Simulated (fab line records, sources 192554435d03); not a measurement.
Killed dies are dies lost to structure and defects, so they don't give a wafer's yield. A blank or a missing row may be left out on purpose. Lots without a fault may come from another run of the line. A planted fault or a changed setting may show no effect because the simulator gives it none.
Split-lot experiment | flow n5_finfet | 7 lots, 39 wafers read, on a route of 1938 steps

THE SPLIT
At N5_SD_EPI_N_ETCH_16 (etches SiO2 in CHF3/O2, target depth 5 nm), the setting target_depth_a was moved away from the recipe's 50 angstrom on 15 of the 39 wafers read, by -10.9% to +12.7%. The other wafers ran this setting at the recipe's value.

The reading is taken at the split's own step.

THE READING
etch.depth_nm (the simulator's own value, which no gauge read), in nm, at N5_SD_EPI_N_ETCH_16 (etches SiO2 in CHF3/O2, target depth 5 nm). The file gives no usual value for it. The 24 wafers here that ran the recipe average 5.042 nm, standard deviation 0.11 nm.

wafer  | tool, chamber at the split | target_depth_a as run, angstrom | against the recipe | etch.depth_nm, nm | against lot-mates on the recipe
L075.1 | rie_diel-06, 3             | 50                              | recipe             | 4.935             | -
L075.2 | rie_diel-06, 0             | 44.57                           | -10.9%             | 4.519             | -0.565
L075.3 | rie_diel-06, 1             | 50                              | recipe             | 5.089             | -
L075.4 | rie_diel-06, 2             | 44.57                           | -10.9%             | 4.698             | -0.386
L075.5 | rie_diel-06, 3             | 44.57                           | -10.9%             | 4.404             | -0.680
L075.6 | rie_diel-06, 2             | 50                              | recipe             | 5.229             | -
L077.1 | rie_diel-06, 1             | 52.87                           | +5.7%              | 5.413             | +0.327
L077.2 | rie_diel-06, 0             | 50                              | recipe             | 5.03              | -
L077.3 | rie_diel-06, 2             | 50                              | recipe             | 5.258             | -
L077.4 | rie_diel-06, 3             | 52.87                           | +5.7%              | 5.208             | +0.122
L077.5 | rie_diel-06, 0             | 52.87                           | +5.7%              | 5.299             | +0.213
L077.6 | rie_diel-06, 3             | 50                              | recipe             | 4.969             | -
L080.1 | rie_diel-01, 3             | 50                              | recipe             | 4.979             | -
L080.2 | rie_diel-01, 0             | 50                              | recipe             | 5.038             | -
L080.3 | rie_diel-01, 1             | 48.34                           | -3.3%              | 4.697             | -0.313
L080.4 | rie_diel-01, 0             | 50                              | recipe             | 5.013             | -
L080.5 | rie_diel-01, 1             | 48.34                           | -3.3%              | 4.687             | -0.323
L080.6 | rie_diel-01, 3             | 48.34                           | -3.3%              | 4.874             | -0.136
L082.1 | rie_diel-03, 1             | 56.35                           | +12.7%             | 5.529             | +0.559
L082.2 | rie_diel-03, 2             | 56.35                           | +12.7%             | 5.51              | +0.540
L082.3 | rie_diel-03, 3             | 50                              | recipe             | 5.016             | -
L082.4 | rie_diel-03, 0             | 50                              | recipe             | 4.968             | -
L082.5 | rie_diel-03, 1             | 56.35                           | +12.7%             | 5.587             | +0.617
L082.6 | rie_diel-03, 2             | 50                              | recipe             | 4.927             | -
L085.1 | rie_diel-06, 1             | 50                              | recipe             | 5.101             | -
L085.2 | rie_diel-06, 2             | 50                              | recipe             | 5.171             | -
L085.3 | rie_diel-06, 3             | 50                              | recipe             | 4.875             | -
L085.4 | rie_diel-06, 0             | 50                              | recipe             | 5.067             | -
L085.5 | rie_diel-06, 2             | 50                              | recipe             | 5.226             | -
L085.6 | rie_diel-06, 3             | 50                              | recipe             | 4.889             | -
L090.1 | rie_diel-03, 2             | 50                              | recipe             | 4.909             | -
L090.2 | rie_diel-03, 1             | 47.12                           | -5.8%              | 4.832             | -0.136
L090.3 | rie_diel-03, 0             | 47.12                           | -5.8%              | 4.755             | -0.213
L090.4 | rie_diel-03, 3             | 50                              | recipe             | 4.993             | -
L090.5 | rie_diel-03, 3             | 50                              | recipe             | 5.003             | -
L090.6 | rie_diel-03, 0             | 47.12                           | -5.8%              | 4.789             | -0.179
L096.1 | rie_diel-06, 1             | 50                              | recipe             | 5.031             | -
L096.4 | rie_diel-06, 2             | 50                              | recipe             | 5.144             | -
L096.6 | rie_diel-06, 2             | 50                              | recipe             | 5.151             | -

THE FIT
A straight line over all 39 wafers: etch.depth_nm changes by +0.044 nm for each +1% of target_depth_a; r = +0.91; the points scatter about the line by 0.11 nm.
The same after taking each lot's own level away (the mean of its wafers on the recipe; 39 wafers): +0.0457 nm for each +1%; r = +0.93; scatter 0.1 nm.
On that fit, the largest move of target_depth_a shifts the reading by 0.58 nm.
The lots' own levels span 4.9683 to 5.1087 nm, that is 1.3 times the standard deviation above.
So the lot-to-lot level changes the slope little: the two slopes agree.
Check: with one of the wafers moved furthest among these (+12.7%) left out of the fit, the line predicts +0.575 nm for it against its lot-mates. It came out at +0.559 nm against them.

OTHER SPLITS ON THESE WAFERS
These wafers also went through other splits before the reading. Each is held against what the fit with the lots' levels taken away leaves over:
other split on the same wafers        | wafers away from the commonest value | r with etch.depth_nm (lot level and that fit taken away)
N5_FIN_CUT_EXPOSE_05 dose_mj          | 15                                   | +0.11
N5_FIN_CUT_CUT_ETCH_15 target_depth_a | 15                                   | -0.16
N5_DUMMY_GATE_ETCH_42 bias_w          | 15                                   | +0.15
N5_SD_EPI_N_ETCH_45 target_depth_a    | 12                                   | +0.09

THE FILE'S OWN FIT
etch.depth_nm changes by +0.0458 nm for each +1% of target_depth_a, r = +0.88.
